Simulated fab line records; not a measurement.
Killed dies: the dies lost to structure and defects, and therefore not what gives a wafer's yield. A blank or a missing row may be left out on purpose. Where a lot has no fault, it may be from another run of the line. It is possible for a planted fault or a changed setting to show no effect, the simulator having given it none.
Matching of chambers ; flow nand-harc ; NHARC_P_CONTACT_ALD_22 on ald-metal-01 has 4 sister chambers
The step deposits TiN, target thk 3 nm, pulse time 1 s, ald cycles 150. 4 wafers are shown with their chamber, then 8 later ones without.

== EACH WAFER AND ITS CHAMBER ==
wafer;chamber;heater-power-w (W)
L086.2;0;1008
L090.1;2;1248
L090.2;3;907
L091.2;1;985

== WAFERS MISSING THEIR CHAMBER ==
wafer;heater-power-w (W)
L091.4;1261
L091.6;1262
L094.4;986
L094.5;1213
L094.6;896
L095.1;994
L095.2;1265
L095.5;1257

== THE CHAMBER EACH PASSED THROUGH ==
wafer;from the rows above;in truth
L091.4;2;2
L091.6;2;2
L094.4;can't be placed: 1 or 0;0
L094.5;2;2
L094.6;3;3
L095.1;can't be placed: 1 or 0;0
L095.2;2;2
L095.5;2;2
6 of 8 placed correctly. Cannot be placed on the basis of these rows: 2; the candidates contain the true chamber in 2. 0 placed wrongly.
How it was worked out, from the rows above alone: a wafer's distance from a chamber is the root of the sum, over the readings, of the square of ((its reading less the chamber's mean) divided by the reading's scatter). The wafer belongs to the nearest chamber; if the next one is less than 2 further off, it can't be placed. The mean given for a chamber averages the wafers shown for that chamber. The scatter: with one shown wafer a chamber, the root of the mean of the squares of how far each hidden wafer lies from its nearest shown one.
